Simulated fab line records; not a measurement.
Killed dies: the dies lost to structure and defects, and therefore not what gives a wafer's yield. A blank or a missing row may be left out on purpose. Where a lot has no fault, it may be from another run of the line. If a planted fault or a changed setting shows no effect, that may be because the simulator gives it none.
fab line records	flow n5_finfet
record: lots: 7	wafers: 39
route steps=1938 shown FIN_SAQP@143 DUMMY_GATE@246 HKMG_FIN@406 MOL_CONTACT_COAG@562
start_h: hours from the record's opening day to when the first of the lot's shown wafers began	wait_h: hours from the lot's prior step to this one	" the same as in the row above	L1.1+2: one row covering several wafers at once	- no value present, or no start provided	* or withheld: withheld	< > ~ a bound
route shown NAME@n: NAME is a module with steps in the file, n the number in the route of the first one	usual: mean and standard deviation over wafers with no fault	same: alike in all rows	chamber/n: place in a boat	sites: the reading at each site	_std_site: the values' standard deviation	_edge_site: the outer-site mean with the inner-site mean subtracted	radius_mm: for every site, how far away it sits from the centre of the wafer	mask NAME#n: copy n	behind: the most recent tool/chamber to have shaped the wafer	hold: cause of the lot's hold/its duration in hours/its outcome	device: the transistor (n, p or np) that didn't switch	end of line: the route-end tests of the same wafers	a step without rows: its recipe alone	killed: the dies lost at the first sort to structure and to defects; this is not the yield of the wafer	map: shows each die of a wafer: x if killed, . if not, _ if none is there
set.NAME: the setting as run; set.NAME@STEP: as run at that earlier step	model.NAME: the simulator's own value behind a step, which no gauge read
one table per step and one row per wafer, for lots whose settings were changed on purpose
== steps ==
step: N5_FIN_SAQP_ETCH_34
recipe: chemistry: C4F6/O2	target: SiO2	target_depth_a: 450	time_s: 15	ion_energy_ev: 250	pressure_mtorr: 30	source_w: 345	bias_w: 185	Ar_flow_sccm: 300	C4F6_flow_sccm: 10	O2_flow_sccm: 10	ends: cleared
usual: etch_rf_on_time_s: 14.94/0.18	rf_vpp_V: 668/5
lot.wafer	tool	chamber	start_h	wait_h	set.source_w	etch_rf_on_time_s	rf_vpp_V
L076.1	rie_diel-05	0	38.81	0.0	345	14.85	674
L076.2	"	2	"	"	389.8	14.44	622
L076.3	"	1	"	"	389.8	14.20	624
L076.4	"	0	"	"	345	15.06	676
L076.5	"	2	"	"	345	15.12	663
L076.6	"	1	"	"	389.8	14.19	624
L077.1	rie_diel-02	1	43.99	0.1	345	14.93	674
L077.2	"	3	"	"	345	15.14	666
L077.3	"	3	"	"	345	15.02	666
L077.4	"	1	"	"	345	14.87	674
L077.5	"	3	"	"	345	15.19	666
L077.6	"	1	"	"	345	14.95	674
L080.1	rie_diel-02	2	62.27	0.0	298.2	15.89	726
L080.2	"	1	"	"	345	15.08	674
L080.3	"	3	"	"	345	15.19	667
L080.4	"	1	"	"	345	15.02	674
L080.5	"	3	"	"	298.2	16.02	719
L080.6	"	2	"	"	298.2	15.86	725
L081.1	rie_diel-04	1	67.79	0.0	345	14.98	658
L081.2	"	2	"	"	322.9	15.01	689
L081.3	"	3	"	"	322.9	15.00	696
L081.4	"	0	"	"	322.9	15.22	689
L081.5	"	2	"	"	345	14.65	666
L081.6	"	3	"	"	345	14.73	671
L085.1	rie_diel-02	1	100.31	0.0	345	14.88	674
L085.2	"	2	"	"	281.6	16.09	747
L085.3	"	0	"	"	345	14.55	667
L085.4	"	3	"	"	281.6	16.24	740
L085.5	"	2	"	"	345	14.85	673
L085.6	"	1	"	"	281.6	15.89	748
L093.2	rie_diel-02	1	139.56	0.0	345	14.94	674
L093.5	"	2	"	"	345	14.96	672
L093.6	"	3	"	"	345	15.34	667
L094.1	rie_diel-04	0	146.67	0.0	364.3	14.53	650
L094.2	"	2	"	"	364.3	14.57	649
L094.3	"	1	"	"	345	15.11	658
L094.4	"	3	"	"	345	14.79	670
L094.5	"	0	"	"	345	14.83	665
L094.6	"	1	"	"	364.3	14.80	639
step: N5_DUMMY_GATE_ETCH_32
recipe: chemistry: CF4	target: SiO2	target_depth_a: 35	time_s: 3.9	ion_energy_ev: 350	pressure_mtorr: 10	icp_w: 800	bias_w: 400	cf4_flow_sccm: 80
lot.wafer	tool	chamber	start_h	wait_h	set.time_s	model.etch.depth_nm
L076.1	rie_si-01	1	59.17	0.1	3.9	3.548
L076.2	"	3	"	"	3.9	3.483
L076.3	"	2	"	"	3.9	3.612
L076.4	"	1	"	"	3.9	3.523
L076.5	"	3	"	"	3.9	3.443
L076.6	"	2	"	"	3.9	3.583
L077.1	rie_si-03	1	66.96	0.1	3.9	3.456
L077.2	"	2	"	"	3.277	2.932
L077.3	"	3	"	"	3.277	3.018
L077.4	"	0	"	"	3.277	2.955
L077.5	"	1	"	"	3.9	3.472
L077.6	"	2	"	"	3.9	3.506
L080.1	rie_si-04	2	82.69	0.1	3.04	2.778
L080.2	"	0	"	"	3.04	2.746
L080.3	"	1	"	"	3.9	3.495
L080.4	"	1	"	"	3.9	3.53
L080.5	"	0	"	"	3.04	2.695
L080.6	"	2	"	"	3.9	3.56
L081.1	rie_si-01	0	89.19	0.1	4.431	3.995
L081.2	"	2	"	"	4.431	4.058
L081.3	"	3	"	"	3.9	3.462
L081.4	"	1	"	"	4.431	3.96
L081.5	"	0	"	"	3.9	3.511
L081.6	"	3	"	"	3.9	3.446
L085.1	rie_si-03	2	120.66	0.1	3.223	2.929
L085.2	"	0	"	"	3.223	2.903
L085.3	"	1	"	"	3.9	3.503
L085.4	"	3	"	"	3.9	3.599
L085.5	"	3	"	"	3.9	3.608
L085.6	"	2	"	"	3.223	2.899
L093.2	rie_si-03	1	160.03	0.1	3.9	3.466
L093.5	"	0	"	"	3.9	3.517
L093.6	"	2	"	"	3.9	3.494
L094.1	rie_si-04	1	168.11	0.1	4.516	4.011
L094.2	"	3	"	"	3.9	3.52
L094.3	"	2	"	"	3.9	3.546
L094.4	"	0	"	"	4.516	4.027
L094.5	"	1	"	"	3.9	3.494
L094.6	"	0	"	"	4.516	4.021
step: N5_HKMG_FIN_ETCH_58
recipe: chemistry: N2/H2	target: SOC	target_depth_a: 2158	ion_energy_ev: 50	bias_w: 13	time_s: 741	pressure_mtorr: 30	source_w: 875	n2_flow_sccm: 200	h2_flow_sccm: 200
usual: rf_vpp_V: 99.2/1.1
lot.wafer	tool	chamber	start_h	wait_h	set.bias_w	rf_vpp_V	model.SOC_of_HKMG_FIN_COAT_41.thk_nm	model.etch.depth_nm	model.HKMG_FIN.feature_depth_nm
L076.1	rie_diel-04	0	83.16	0.0	15.13	111.4	67.2	233.6	233.6
L076.2	"	1	"	"	13	97.5	87.8	213.8	213.8
L076.3	"	2	"	"	15.13	109.3	69.2	232.2	232.2
L076.4	"	3	"	"	15.13	107.5	66.8	233.9	234
L076.5	"	2	"	"	13	99.8	82.8	218.5	218.6
L076.6	"	3	"	"	13	99.4	83.2	218.4	218.4
L077.1	rie_diel-04	3	90.35	0.0	13	98.7	78	221.6	221.6
L077.2	"	1	"	"	12.16	92.7	89	210.8	210.8
L077.3	"	0	"	"	12.16	95.4	85.2	215	215
L077.4	"	2	"	"	13	99.3	79.6	221	221
L077.5	"	0	"	"	12.16	96.5	86.2	214.4	214.4
L077.6	"	1	"	"	13	97.7	83.6	216.6	216.6
L080.1	rie_diel-05	2	107.42	0.0	13	97.5	89.2	211.3	211.4
L080.2	"	1	"	"	13	96.9	85.8	215.1	215.2
L080.3	"	3	"	"	13	99.7	83.8	216.8	216.8
L080.4	"	0	"	"	13	99.0	82.8	217.1	217.2
L080.5	"	3	"	"	13	99.3	82.2	217.5	217.4
L080.6	"	2	"	"	13	99.9	90.4	211.4	211.4
L081.1	rie_diel-02	0	118.69	0.0	15.33	111.9	64	237.1	237
L081.2	"	3	"	"	13	98.0	86.8	213.5	213.6
L081.3	"	1	"	"	13	100.5	86.2	214.3	214.2
L081.4	"	3	"	"	15.33	110.6	74.2	227.3	227.2
L081.5	"	1	"	"	15.33	111.8	69	232.3	232.2
L081.6	"	0	"	"	13	99.9	80.8	219.4	219.4
L085.1	rie_diel-04	3	145.17	0.0	11.02	88.9	96.6	204.7	204.8
L085.2	"	2	"	"	13	98.5	82.2	219	219
L085.3	"	0	"	"	13	98.4	81.6	219.8	219.8
L085.4	"	1	"	"	11.02	87.4	103.6	198.6	198.6
L085.5	"	0	"	"	13	100.2	80.6	220.7	220.6
L085.6	"	1	"	"	11.02	88.4	101.2	199.6	199.6
L093.2	rie_diel-04	3	184.59	0.0	13	98.0	80.6	219.3	219.2
L093.5	"	2	"	"	13	98.5	81.2	218.6	218.6
L093.6	"	1	"	"	13	98.8	86.4	214	214
L094.1	rie_diel-04	3	192.04	0.0	10.91	88.7	96	203.3	203.4
L094.2	"	2	"	"	13	98.2	81	217.6	217.6
L094.3	"	1	"	"	13	98.3	83.2	215.8	215.8
L094.4	"	0	"	"	13	98.5	77.6	221.3	221.4
L094.5	"	1	"	"	10.91	86.6	100.2	198.6	198.6
L094.6	"	2	"	"	10.91	89.1	98	200.8	200.8
step: N5_MOL_CONTACT_COAG_ALD_123
recipe: material: SiNx	target_thk_a: 50	temp_c: 400	ald_precursor_family: SiH2I2	ald_co_reactant: N2/H2-plasma	pulse_time_s: 1	purge_time_s: 2	co_reactant_purge_time_s: 2	ald_cycles: 100	pressure_torr: 2
lot.wafer	tool	chamber	start_h	wait_h	set.ald_cycles	model.SiNx_of_MOL_CONTACT_COAG_ALD_123.thk_nm
L076.1+2+3+4+5+6	ald_sin-03	2,0,1,3,0,1	113.22	0.0	100	5
L077.1+2+3+4+5+6	ald_sin-03	3,0,2,1,0,1	117.31	0.3	100	5
L080.1+3+6	ald_sin-04	0,1,2	132.48	0.6	100	5
L080.2+4+5	"	2,3,1	"	"	106	5.4
L081.1+3+5	ald_sin-03	1,3,0	147.75	0.0	100	5
L081.2+4+6	"	0,3,1	"	"	88	4.4
L085.1+3+6	ald_sin-04	0,3,1	172.15	0.4	100	5
L085.2+4+5	"	1,2,0	"	"	85	4.2
L093.2+5+6	ald_sin-02	2,1,0	211.23	0.0	100	5
L094.1+2+3+4+5+6	ald_sin-03	1,0,2,3,1,0	217.12	0.0	100	5
step: N5_MOL_CONTACT_COAG_EXPOSE_81
recipe: mask_id: VG	na: 0.33	source_shape: annular	sigma_inner: 0.3	sigma_outer: 0.7	polarization: unpolarized	defocus_nm: 0	dose_mj: 59.5
lot.wafer	tool	chamber	start_h	wait_h	mask	set.dose_mj
L076.1+3+5	euv_scanner-01	0	114.04	-	VG#0	61.91
L076.2+4+6	"	0	"	"	VG#0	59.5
L077.1+2+6	euv_scanner-01	0	118.01	-	VG#0	59.5
L077.3+4+5	"	0	"	"	VG#0	62.28
L080.1+2+3+4+5+6	euv_scanner-02	0	133.18	-	VG#0	59.5
L081.1+4+6	euv_scanner-01	0	148.60	-	VG#0	59.5
L081.2+3+5	"	0	"	"	VG#0	55.18
L085.1+5+6	euv_scanner-01	0	172.98	-	VG#0	55.32
L085.2+3+4	"	0	"	"	VG#0	59.5
L093.2+5+6	euv_scanner-01	0	212.08	-	VG#0	59.5
L094.1+3+4	euv_scanner-02	0	217.94	-	VG#0	61.67
L094.2+5+6	"	0	"	"	VG#0	59.5
step: N5_MOL_CONTACT_COAG_PEB_82
recipe: peb_temp_c: 100	peb_time_s: 60	resist: CAR-EUV
step: N5_MOL_CONTACT_COAG_DEVELOP_83
recipe: develop_time_s: 30	developer: TMAH	resist: CAR-EUV	rinse_liquid: surfactant_rinse	dry: air_spin	dev_temp_c: 23
step: N5_MOL_CONTACT_COAG_CD_MEAS_84
recipe: target_cd_nm: 25.1	landing_energy_ev: 500	detector: se_inlens	polarity: opening
usual: cd_nm: 25.11/0.22
lot.wafer	tool	chamber	start_h	wait_h	set.dose_mj@MOL_CONTACT_COAG_EXPOSE_81	cd_nm
L076.1	cd_sem-03	0	114.19	-	61.91	25.54
L076.2	"	0	"	"	59.5	25.40
L076.3	"	0	"	"	61.91	25.88
L076.4	"	0	"	"	59.5	24.53
L076.5	"	0	"	"	61.91	25.75
L076.6	"	0	"	"	59.5	25.00
L077.1	cd_sem-03	0	118.15	-	59.5	25.07
L077.2	"	0	"	"	59.5	25.18
L077.3	"	0	"	"	62.28	25.65
L077.4	"	0	"	"	62.28	25.59
L077.5	"	0	"	"	62.28	26.01
L077.6	"	0	"	"	59.5	24.97
L080.1	cd_sem-03	0	133.32	-	59.5	25.41
L080.2	"	0	"	"	59.5	25.24
L080.3	"	0	"	"	59.5	24.69
L080.4	"	0	"	"	59.5	25.12
L080.5	"	0	"	"	59.5	24.89
L080.6	"	0	"	"	59.5	24.97
L081.1	cd_sem-01	0	148.74	-	59.5	24.84
L081.2	"	0	"	"	55.18	23.57
L081.3	"	0	"	"	55.18	23.73
L081.4	"	0	"	"	59.5	25.26
L081.5	"	0	"	"	55.18	23.46
L081.6	"	0	"	"	59.5	25.03
L085.1	cd_sem-01	0	173.12	-	55.32	23.35
L085.2	"	0	"	"	59.5	24.70
L085.3	"	0	"	"	59.5	25.05
L085.4	"	0	"	"	59.5	24.99
L085.5	"	0	"	"	55.32	23.45
L085.6	"	0	"	"	55.32	23.38
L093.2	cd_sem-02	0	212.21	-	59.5	25.11
L093.5	"	0	"	"	59.5	25.12
L093.6	"	0	"	"	59.5	24.89
L094.1	cd_sem-02	0	218.09	-	61.67	25.90
L094.2	"	0	"	"	59.5	25.05
L094.3	"	0	"	"	61.67	26.17
L094.4	"	0	"	"	61.67	25.89
L094.5	"	0	"	"	59.5	25.13
L094.6	"	0	"	"	59.5	25.29
step: N5_MOL_CONTACT_COAG_ALD_131
recipe: material: SiO2	target_thk_a: 50	temp_c: 100	ald_precursor_family: BDEAS	ald_co_reactant: O2-plasma	pulse_time_s: 1	co_reactant_pulse_time_s: 1	purge_time_s: 2	co_reactant_purge_time_s: 2	ald_cycles: 35	pressure_torr: 2
lot.wafer	tool	chamber	start_h	wait_h	set.ald_cycles	model.SiO2_of_MOL_CONTACT_COAG_ALD_131.thk_nm
L076.1+3+6	ald_sin-02	2,0,3	114.73	0.3	35	5
L076.2	"	3	"	"	30	4.4
L076.4+5	"	1,2	"	"	30	4.2
L077.1+2+3	ald_sin-03	1,0,3	118.41	0.1	31	4.4
L077.4+5+6	"	2,0,3	"	"	35	5
L080.1+3+4	ald_sin-03	1,2,3	133.86	0.1	32	4.6
L080.2+5+6	"	0,0,3	"	"	35	5
L081.1+2+3+4+5+6	ald_sin-02	3,0,1,2,0,1	149.04	0.1	35	5
L085.1+2+6	ald_sin-04	2,3,1	173.70	0.1	35	5
L085.3	"	0	"	"	30	4.4
L085.4+5	"	1,2	"	"	30	4.2
L093.2+5+6	ald_sin-03	1,1,0	212.66	0.1	35	5
L094.1+3	ald_sin-03	3,2	218.34	0.1	40	5.8
L094.2+4+6	"	1,0,3	"	"	35	5
L094.5	"	0	"	"	40	5.6
step: N5_MOL_CONTACT_COAG_ETCHBACK_132
recipe: chemistry: CHF3	target: SiO2	target_depth_a: 100	time_s: 6.7	ion_energy_ev: 200	pressure_mtorr: 30	source_w: 610	bias_w: 170	Ar_flow_sccm: 200	CHF3_flow_sccm: 50
step: N5_MOL_CONTACT_COAG_ETCH_91
recipe: chemistry: N2/H2	target: SOC	target_depth_a: 600	overetch_a: 210	mask_material: SiARC	temp_c: 40	time_s: 101.2	ion_energy_ev: 200	pressure_mtorr: 30	source_w: 840	bias_w: 150	n2_flow_sccm: 200	h2_flow_sccm: 200
step: N5_MOL_CONTACT_COAG_PRECLEAN_144
recipe: chemistry: alkaline_clean	temp_c: 60	time_s: 60	do_ppb: 50
step: N5_MOL_CONTACT_COAG_SRD_145
recipe: dry: ipa_marangoni	time_s: 30	temp_c: 23	rinse_liquid: diw
step: N5_MOL_CONTACT_COAG_CD_MEAS_137
recipe: target_cd_nm: 16
usual: cd_nm: 15.9/0.31
lot.wafer	tool	chamber	start_h	wait_h	set.dose_mj@MOL_CONTACT_COAG_EXPOSE_81	cd_nm
L076.1	cd_sem-03	-	115.40	0.0	61.91	16.6
L076.2	"	-	"	"	59.5	16.1
L076.3	"	-	"	"	61.91	16.9
L076.4	"	-	"	"	59.5	16.2
L076.5	"	-	"	"	61.91	16.9
L076.6	"	-	"	"	59.5	15.8
L077.1	cd_sem-02	-	119.08	0.0	59.5	15.8
L077.2	"	-	"	"	59.5	16.1
L077.3	"	-	"	"	62.28	16.6
L077.4	"	-	"	"	62.28	16.4
L077.5	"	-	"	"	62.28	16.2
L077.6	"	-	"	"	59.5	15.7
L080.1	cd_sem-03	-	134.67	0.0	59.5	16.3
L080.2	"	-	"	"	59.5	16.2
L080.3	"	-	"	"	59.5	16.0
L080.4	"	-	"	"	59.5	16.1
L080.5	"	-	"	"	59.5	15.8
L080.6	"	-	"	"	59.5	16.1
L081.1	cd_sem-03	-	149.83	0.0	59.5	16.0
L081.2	"	-	"	"	55.18	14.1
L081.3	"	-	"	"	55.18	14.4
L081.4	"	-	"	"	59.5	16.3
L081.5	"	-	"	"	55.18	14.4
L081.6	"	-	"	"	59.5	15.9
L085.1	cd_sem-02	-	174.38	0.0	55.32	14.3
L085.2	"	-	"	"	59.5	15.8
L085.3	"	-	"	"	59.5	15.8
L085.4	"	-	"	"	59.5	15.4
L085.5	"	-	"	"	55.32	14.0
L085.6	"	-	"	"	55.32	13.6
L093.2	cd_sem-03	-	213.36	0.0	59.5	16.3
L093.5	"	-	"	"	59.5	15.6
L093.6	"	-	"	"	59.5	15.5
L094.1	cd_sem-03	-	219.05	0.0	61.67	16.1
L094.2	"	-	"	"	59.5	16.1
L094.3	"	-	"	"	61.67	17.1
L094.4	"	-	"	"	61.67	16.6
L094.5	"	-	"	"	59.5	15.8
L094.6	"	-	"	"	59.5	16.2
step: N5_MOL_CONTACT_COAG_COAT_62
recipe: resist: SOC	temp_c: 250	time_s: 60	spin_rpm: 1500	resist_thk_nm: 60
step: N5_MOL_CONTACT_COAG_COAT_63
recipe: resist: SiARC	temp_c: 220	time_s: 60	spin_rpm: 1500	resist_thk_nm: 10
step: N5_MOL_CONTACT_COAG_STRIP_120
recipe: chemistry: CHF3	resist: SiARC	rf_frequency_hz: 6e+07
step: N5_MOL_CONTACT_COAG_VIA_ETCH_117
recipe: chemistry: C4F6/O2	target_depth_a: 400	overetch_a: 80	mask_material: SOC	target: SiO2	bias_w: 455	pressure_mtorr: 10	time_s: 26	source_w: 325	Ar_flow_sccm: 300	C4F6_flow_sccm: 10	O2_flow_sccm: 10	ion_energy_ev: 575.3	ends: end_point
step: N5_MOL_CONTACT_COAG_ETCH_124
recipe: chemistry: CH3F/O2	target: SiNx	target_depth_a: 65	mask_material: SOC	stop_on: SiOC	over_etch_frac: 0.3	ion_energy_ev: 120	pressure_mtorr: 30	source_w: 395	bias_w: 73	Ar_flow_sccm: 150	CH3F_flow_sccm: 30	O2_flow_sccm: 20	ends: end_point
lot.wafer	tool	chamber	start_h	wait_h	set.ald_cycles@MOL_CONTACT_COAG_ALD_123	model.etch.depth_nm
L076.1	rie_diel-04	0	116.46	0.0	100	4.976
L076.2	"	2	"	"	100	5.026
L076.3	"	3	"	"	100	4.995
L076.4	"	1	"	"	100	5.013
L076.5+6	"	1,2	"	"	100	4.99
L077.1	rie_diel-04	1	120.14	0.0	100	5.007
L077.2	"	0	"	"	100	4.984
L077.3	"	3	"	"	100	4.985
L077.4	"	2	"	"	100	4.997
L077.5	"	1	"	"	100	4.99
L077.6	"	0	"	"	100	5.013
L080.1	rie_diel-05	1	135.74	0.0	100	5.013
L080.2	"	0	"	"	106	5.307
L080.3	"	3	"	"	100	5.023
L080.4	"	1	"	"	106	5.315
L080.5	"	0	"	"	106	5.325
L080.6	"	3	"	"	100	5.025
L081.1	rie_diel-05	3	150.89	0.0	100	5.005
L081.2	"	1	"	"	88	4.396
L081.3	"	2	"	"	100	4.992
L081.4	"	0	"	"	88	4.411
L081.5	"	2	"	"	100	4.988
L081.6	"	1	"	"	88	4.39
L085.1	rie_diel-05	1	175.81	0.0	100	4.964
L085.2	"	0	"	"	85	4.231
L085.3	"	3	"	"	100	4.977
L085.4	"	2	"	"	85	4.203
L085.5	"	1	"	"	85	4.224
L085.6	"	0	"	"	100	4.997
L093.2	rie_diel-05	3	214.74	0.0	100	5
L093.5	"	2	"	"	100	4.997
L093.6	"	1	"	"	100	5.012
L094.1+4	rie_diel-02	1,2	220.13	0.0	100	4.976
L094.2	"	3	"	"	100	4.972
L094.3	"	0	"	"	100	4.989
L094.5	"	2	"	"	100	4.963
L094.6	"	3	"	"	100	4.978
== key ==
split: step: N5_FIN_SAQP_ETCH_34	setting: source_w	stated: 345	by: wafer
response: step: N5_FIN_SAQP_ETCH_34	reading: etch_rf_on_time_s	change: *	per: 1%	r: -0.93
response: step: N5_FIN_SAQP_ETCH_34	reading: rf_vpp_V	change: -3.86	per: 1%	r: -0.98
split: step: N5_DUMMY_GATE_ETCH_32	setting: time_s	stated: 3.9	by: wafer
response: step: N5_DUMMY_GATE_ETCH_32	reading: model.etch.depth_nm	change: +0.0353	per: 1%	r: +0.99
split: step: N5_HKMG_FIN_ETCH_58	setting: bias_w	stated: 13	by: wafer
response: step: N5_HKMG_FIN_ETCH_58	reading: rf_vpp_V	change: +0.658	per: 1%	r: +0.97
response: step: N5_HKMG_FIN_ETCH_58	reading: model.SOC_of_HKMG_FIN_COAT_41.thk_nm	change: -1.04	per: 1%	r: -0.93
response: step: N5_HKMG_FIN_ETCH_58	reading: model.etch.depth_nm	change: +1.04	per: 1%	r: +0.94
response: step: N5_HKMG_FIN_ETCH_58	reading: model.HKMG_FIN.feature_depth_nm	change: +1.04	per: 1%	r: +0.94
split: step: N5_MOL_CONTACT_COAG_ALD_123	setting: ald_cycles	stated: 100	by: wafer
response: step: N5_MOL_CONTACT_COAG_ALD_123	reading: model.SiNx_of_MOL_CONTACT_COAG_ALD_123.thk_nm	change: +0.0533	per: 1%	r: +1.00
response: step: N5_MOL_CONTACT_COAG_ETCH_124	reading: model.etch.depth_nm	change: +0.0502	per: 1%	r: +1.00
split: step: N5_MOL_CONTACT_COAG_EXPOSE_81	setting: dose_mj	stated: 59.5	by: wafer
response: step: N5_MOL_CONTACT_COAG_CD_MEAS_84	reading: cd_nm	change: +0.198	per: 1%	r: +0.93
response: step: N5_MOL_CONTACT_COAG_CD_MEAS_137	reading: cd_nm	change: +0.211	per: 1%	r: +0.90
split: step: N5_MOL_CONTACT_COAG_ALD_131	setting: ald_cycles	stated: 35	by: wafer
response: step: N5_MOL_CONTACT_COAG_ALD_131	reading: model.SiO2_of_MOL_CONTACT_COAG_ALD_131.thk_nm	change: +0.0511	per: 1%	r: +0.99
